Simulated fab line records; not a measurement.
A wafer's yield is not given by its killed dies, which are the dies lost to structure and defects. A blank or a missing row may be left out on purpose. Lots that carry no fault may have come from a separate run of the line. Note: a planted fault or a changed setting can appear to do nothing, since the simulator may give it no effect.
fab line records    flow nandHarc
record lots=14  wafers=38  lastDay=33
route steps=1302 shown A_ZERO_WELL@405 A_ONON_D1@427 A_CHANNEL_HOLE_D1@451
lots with no fault: from the same line, run without faults
startH: hours from the record's first day to the start of the lot's first wafer shown    waitH: time in hours since the lot's previous step    " identical to the entry in the row above    L1.1+2: several wafers, shown together as one row    - no value, or no start was given    * or withheld: withheld    < > ~ a bound
route shown NAME@n: names a module that has steps shown in the file, with the first one's number in the route    usual: mean/standard deviation taken from wafers without a fault    same: alike in all rows    chamber/n: place in a boat    sites: per-site readings    _std_site: the standard deviation of these    _edge_site: mean of outer sites minus mean of inner sites    radiusMm: how far each site lies from the wafer's centre    mask NAME#n: copy n    behind: the last tool/chamber to shape the wafer    hold: why the lot was held/for how many hours/how that ended    device: the n, p or np transistor that did not switch    end of line: the route-end tests of the same wafers    a step without rows: its recipe alone    killed: at the first sort, the dies lost to defects and structure; wafer yield is something else    map: a wafer's dies, marking killed ones x, the rest . and places with no die _
set.NAME: the setting the step ran with; set.NAME@STEP: the setting that earlier step ran with    model.NAME: the simulator's own value behind a step, which no gauge read
one table for each step of the route and one row for each wafer, over a sample of lots
services: when a tool's chamber went out of use (startH, in hours from the record's first day, below 0 if earlier), for how many hours, and the reason
## steps
# step NHARC_A_ZERO_WELL_ETCH_13
# recipe targetDepthA=1200  timeS=40.1  hbrFlowSccm=150  cl2FlowSccm=50  rfW=400  icpW=400  biasW=100  chemistry=HBr/Cl2
# usual drypumpMotorCurrentA=5.8/0.38  oesProductAu=1.004/0.011  throttleValvePct=26.406/0.0097
lot.wafer  tool      chamber  startH  waitH  drypumpMotorCurrentA  oesProductAu  rfHoursCounterH  throttleValvePct
L994.1     rieSi-01  3        154.89  -      6.0                   1.012         0.71             26.412
L994.4     "         1        "       "      5.4                   0.997         0.86             26.416
L994.5     "         0        "       "      6.0                   0.989         -                26.418
L995.3     rieSi-06  2        162.77  -      5.7                   1.007         0.75             26.404
L995.1     "         0        "       "      5.8                   1.015         0.50             26.426
L995.5     "         3        "       "      5.9                   1.016         -                26.405
L997.3     rieSi-06  3        178.95  -      5.9                   1.021         0.78             26.406
L997.2     "         0        "       "      5.8                   1.008         0.58             26.403
L997.4     "         1        "       "      5.6                   1.020         -                26.388
L998.1     rieSi-01  3        185.35  -      6.0                   1.007         0.92             26.390
L998.4     "         0        "       "      6.0                   0.999         1.01             26.396
L998.6     "         3        "       "      5.9                   1.011         -                26.399
L999.2     rieSi-02  3        198.09  -      6.2                   1.001         0.43             26.406
L999.4     "         0        "       "      5.9                   1.023         0.47             26.391
L999.6     "         3        "       "      6.2                   1.011         -                26.409
L100.3     rieSi-02  1        205.74  -      5.4                   0.993         0.68             26.411
L100.2     "         3        "       "      6.1                   1.004         0.52             26.409
L100.6     "         0        "       "      5.9                   1.022         -                26.405
L101.2     rieSi-02  1        220.45  -      5.4                   0.993         0.81             26.398
L101.6     "         2        "       "      5.1                   1.015         -                26.412
L101.5     "         3        "       "      6.1                   0.997         -                26.411
L102.2     rieSi-01  0        226.77  -      6.0                   0.979         0.11             26.405
L102.4     "         1        "       "      5.4                   1.000         0.09             26.405
L102.3     "         2        "       "      6.4                   0.995         0.05             26.403
L106.2     rieSi-01  2        267.29  -      6.4                   0.998         0.23             26.407
L106.4     "         0        "       "      5.9                   0.990         0.38             26.408
L106.5     "         3        "       "      6.0                   1.020         -                26.405
L109.6     rieSi-06  3        308.52  -      5.9                   0.988         -                26.409
L111.5     rieSi-02  1        316.13  -      5.4                   1.013         -                26.399
L112.4     rieSi-01  3        324.16  -      5.9                   1.027         0.67             26.409
L112.1     "         0        "       "      6.0                   0.983         0.78             26.395
L112.5     "         3        "       "      5.9                   1.008         -                26.414
L114.2     rieSi-02  3        347.49  -      6.2                   1.003         0.37             26.404
L114.1     "         0        "       "      5.9                   1.014         0.32             26.397
L114.3     "         1        "       "      5.4                   0.995         0.39             26.415
L116.1     rieSi-02  2        373.91  -      5.1                   0.992         0.55             26.396
L116.3     "         1        "       "      5.4                   0.998         0.52             26.430
L116.5     "         2        "       "      5.0                   0.997         -                26.401
# step NHARC_A_ONON_D1_THK_MEAS_05
# recipe thkMeasGauge=ellipsometry
# usual thkNm=1001/8.2
lot.wafer  tool          chamber  startH  waitH  thkNm
L994.1     filmMetro-02  -        176.59  -      1005
L994.4     "             -        "       "      1004
L994.5     "             -        "       "      1004
L995.1     filmMetro-01  -        186.02  -      1003
L995.3     "             -        "       "      1004
L995.5     "             -        "       "      1005
L997.2     filmMetro-02  -        202.44  -      992
L997.3     "             -        "       "      988
L997.4     "             -        "       "      991
L998.1     filmMetro-01  -        211.23  -      1011
L998.4     "             -        "       "      1011
L998.6     "             -        "       "      1010
L999.2     filmMetro-01  -        224.17  -      1004
L999.4     "             -        "       "      1005
L999.6     "             -        "       "      1003
L100.2     filmMetro-01  -        228.12  -      985
L100.3     "             -        "       "      986
L100.6     "             -        "       "      984
L101.2     filmMetro-01  -        245.04  -      1006
L101.5     "             -        "       "      1007
L101.6     "             -        "       "      1005
L102.2     filmMetro-02  -        249.60  -      1004
L102.3     "             -        "       "      1004
L102.4     "             -        "       "      1005
L106.2     filmMetro-01  -        292.37  -      998
L106.4     "             -        "       "      996
L106.5     "             -        "       "      996
L109.6     filmMetro-01  -        330.73  -      1022
L111.5     filmMetro-02  -        338.16  -      998
L112.1     filmMetro-01  -        347.09  -      995
L112.4     "             -        "       "      994
L112.5     "             -        "       "      995
L114.1     filmMetro-02  -        371.02  -      992
L114.2     "             -        "       "      992
L114.3     "             -        "       "      991
L116.1     filmMetro-01  -        396.43  -      997
L116.3     "             -        "       "      997
L116.5     "             -        "       "      996
# step NHARC_A_ONON_D1_DEP_28
# recipe targetThkA=10000  n2FlowSccm=2750  n2oFlowSccm=2000  nh3FlowSccm=500  sih4FlowSccm=210  tempC=400
# usual nh3FlowSccm=499.8/1.5
lot.wafer  tool          chamber  startH  waitH  nh3FlowSccm
L994.1     pecvdOnon-03  0        188.66  0.1    499.4
L994.4     "             0        "       "      500.3
L994.5     "             0        "       "      499.7
L995.1     pecvdOnon-03  0        197.28  0.1    498.0
L995.3     "             0        "       "      501.8
L995.5     "             0        "       "      500.0
L997.2     pecvdOnon-01  0        213.96  0.1    501.0
L997.3     "             0        "       "      498.7
L997.4     "             0        "       "      500.8
L998.1     pecvdOnon-01  0        223.06  0.1    502.3
L998.4     "             0        "       "      501.5
L998.6     "             0        "       "      503.5
L999.2     pecvdOnon-01  0        237.79  0.1    501.4
L999.4     "             0        "       "      499.0
L999.6     "             0        "       "      500.2
L100.2     pecvdOnon-04  0        237.81  0.1    498.9
L100.3     "             0        "       "      496.8
L100.6     "             0        "       "      498.8
L101.2     pecvdOnon-03  0        256.38  0.1    502.0
L101.5     "             0        "       "      500.1
L101.6     "             0        "       "      500.4
L102.2     pecvdOnon-04  0        260.97  0.1    495.1
L102.3     "             0        "       "      498.3
L102.4     "             0        "       "      495.5
L106.2     pecvdOnon-03  0        303.71  0.1    500.5
L106.4     "             0        "       "      498.4
L106.5     "             0        "       "      498.0
L109.6     pecvdOnon-03  0        342.24  0.3    499.4
L111.5     pecvdOnon-03  0        352.30  0.3    498.7
L112.1     pecvdOnon-04  0        358.61  0.1    499.5
L112.4     "             0        "       "      497.2
L112.5     "             0        "       "      500.5
L114.1     pecvdOnon-04  0        382.29  0.1    500.0
L114.2     "             0        "       "      502.0
L114.3     "             0        "       "      501.6
L116.1     pecvdOnon-04  0        407.68  0.1    499.7
L116.3     "             0        "       "      498.7
L116.5     "             0        "       "      502.0
# step NHARC_A_ONON_D1_THK_MEAS_30
# recipe thkMeasGauge=ellipsometry
# usual thkNm=999/10
lot.wafer  tool          chamber  startH  waitH  hold                     thkNm
L994.1     filmMetro-02  -        189.17  -      -                        998
L994.4     "             -        "       "      -                        998
L994.5     "             -        "       "      -                        999
L995.1     filmMetro-01  -        197.80  -      -                        1017
L995.3     "             -        "       "      -                        1017
L995.5     "             -        "       "      -                        1018
L997.2     filmMetro-01  -        214.41  -      -                        1006
L997.3     "             -        "       "      -                        1005
L997.4     "             -        "       "      -                        1006
L998.1     filmMetro-02  -        223.57  -      -                        997
L998.4     "             -        "       "      -                        999
L998.6     "             -        "       "      -                        1000
L999.2     filmMetro-02  -        238.25  -      -                        990
L999.4     "             -        "       "      -                        990
L999.6     "             -        "       "      -                        992
L100.2     filmMetro-02  -        238.26  -      -                        995
L100.3     "             -        "       "      -                        995
L100.6     "             -        "       "      -                        995
L101.2     filmMetro-02  -        256.84  -      -                        974
L101.5     "             -        "       "      -                        975
L101.6     "             -        "       "      -                        975
L102.2     filmMetro-02  -        261.42  -      -                        1015
L102.3     "             -        "       "      -                        1015
L102.4     "             -        "       "      -                        1015
L106.2     filmMetro-01  -        304.16  -      -                        995
L106.4     "             -        "       "      -                        995
L106.5     "             -        "       "      -                        995
L109.6     filmMetro-02  -        342.47  -      awaitDispo/0.2h/release  1519
L109.6     filmMetro-02  -        342.64  0.2    -                        1519
L111.5     filmMetro-01  -        352.58  -      awaitDispo/0.2h/release  1538
L111.5     filmMetro-01  -        352.76  0.2    -                        1535
L112.1     filmMetro-01  -        359.12  -      -                        1010
L112.4     "             -        "       "      -                        1011
L112.5     "             -        "       "      -                        1011
L114.1     filmMetro-01  -        382.80  -      -                        1006
L114.2     "             -        "       "      -                        1006
L114.3     "             -        "       "      -                        1006
L116.1     filmMetro-01  -        408.19  -      -                        993
L116.3     "             -        "       "      -                        991
L116.5     "             -        "       "      -                        994
# step NHARC_A_CHANNEL_HOLE_D1_DEP_01
# recipe targetThkA=1400  targetThkNm=140  tempC=400  pressureTorr=3.5  flowSccm=200  rfW=350  material=SiON
# usual heaterPowerW=812/65
lot.wafer  tool      chamber  startH  waitH  heaterPowerW
L994.1     pecvd-02  0        191.77  1.7    692
L994.4     "         0        "       "      693
L994.5     "         2        "       "      886
L995.3     pecvd-03  1        208.97  1.0    854
L995.1     "         2        "       "      679
L995.5     "         0        "       "      687
L997.3     pecvd-02  2        219.93  1.0    878
L997.2     "         0        "       "      680
L997.4     "         1        "       "      845
L998.1     pecvd-02  1        226.11  1.6    791
L998.6     "         1        "       "      824
L998.4     "         2        "       "      886
L100.2     pecvd-02  2        240.83  1.3    814
L100.3     "         0        "       "      730
L100.6     "         2        "       "      840
L999.2     pecvd-01  1        242.59  1.3    834
L999.4     "         0        "       "      779
L999.6     "         1        "       "      857
L101.2     pecvd-01  1        260.70  1.5    877
L101.5     "         0        "       "      810
L101.6     "         2        "       "      807
L102.3     pecvd-01  0        268.74  1.0    747
L102.2     "         2        "       "      834
L102.4     "         0        "       "      782
L106.2     pecvd-02  1        309.49  1.4    903
L106.5     "         1        "       "      891
L106.4     "         2        "       "      892
L112.1     pecvd-03  0        361.66  1.6    784
L112.5     "         0        "       "      782
L112.4     "         2        "       "      766
L114.2     pecvd-01  2        386.08  1.3    930
L114.3     "         0        "       "      839
L114.1     "         1        "       "      845
L116.1     pecvd-01  2        412.52  1.6    907
L116.3     "         1        "       "      895
L116.5     "         0        "       "      806
## services
tool          chamber  startH  hours  kind
rieSi-02      0        138.78  9.5    repair
pecvd-01      2        146.83  11.0   repair
rieSi-06      -        151.17  0.8    repair
rieSi-06      2        177.35  2.6    repair
rieSi-01      1        180.18  3.3    repair
pecvd-03      -        185.00  13.0   pm
rieSi-01      -        193.00  9.0    pm
pecvdOnon-03  -        227.39  13.0   pm
pecvd-02      -        227.73  13.0   pm
pecvd-01      0        244.33  8.0    repair
rieSi-06      -        249.00  9.0    pm
pecvd-02      -        260.28  3.9    repair
pecvdOnon-01  -        269.20  13.0   pm
rieSi-02      -        277.00  9.0    pm
rieSi-06      -        296.81  0.2    repair
rieSi-06      -        297.71  0.3    repair
rieSi-02      0        307.57  2.8    repair
pecvd-01      -        311.00  13.0   pm
pecvdOnon-04  -        311.18  13.0   pm
pecvd-01      -        330.75  0.5    repair
rieSi-01      -        370.00  9.0    pm
pecvdOnon-01  -        383.33  6.7    repair
pecvdOnon-03  -        408.39  13.0   pm
pecvd-02      -        408.73  13.0   pm
## key
firstSign step=NHARC_A_ONON_D1_THK_MEAS_30  reading=visit  direction=added
effect step=NHARC_A_ONON_D1_THK_MEAS_30  reading=thkNm  direction=up  sigmas=51  usual=999  struck=1528
metAt NHARC_A_ONON_D1_DEP_28
struckLots L109,L111
struckWafers L109.6,L111.5
laterRowsLeftOut L109.6,L111.5
sortLeftOut L109.6,L111.5
testerLeftOut L109,L111
notActingAt NHARC_A_ZERO_WELL_ETCH_13,NHARC_A_ONON_D1_THK_MEAS_05,NHARC_A_CHANNEL_HOLE_D1_DEP_01
onsetBetween 303.71 342.24
fault kind=processParameterDrift  tool=pecvdOnon-03  chamber=-  onsetH=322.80  steps=NHARC_A_ONON_D1_DEP_28  channel=targetThkA  offset=*  shape=step  endH=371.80  scope=struckWafersOnly  actsIn=*  stated=*
# testerLeftOut: of these lots the tester's yield and bins aren't shown, on N5 and GAA mostly nor the transistor test; their killed dies are dies lost to structure and defects alone, not to doping, threshold or leakage, so they don't give the yield
# sortLeftOut: the simulated sort isn't trusted on such a fault, so these wafers' sort isn't shown, and their yield isn't known
# laterRowsLeftOut: the simulator's readings of these wafers behind a module that went badly wrong aren't trusted and aren't shown, but for the sort
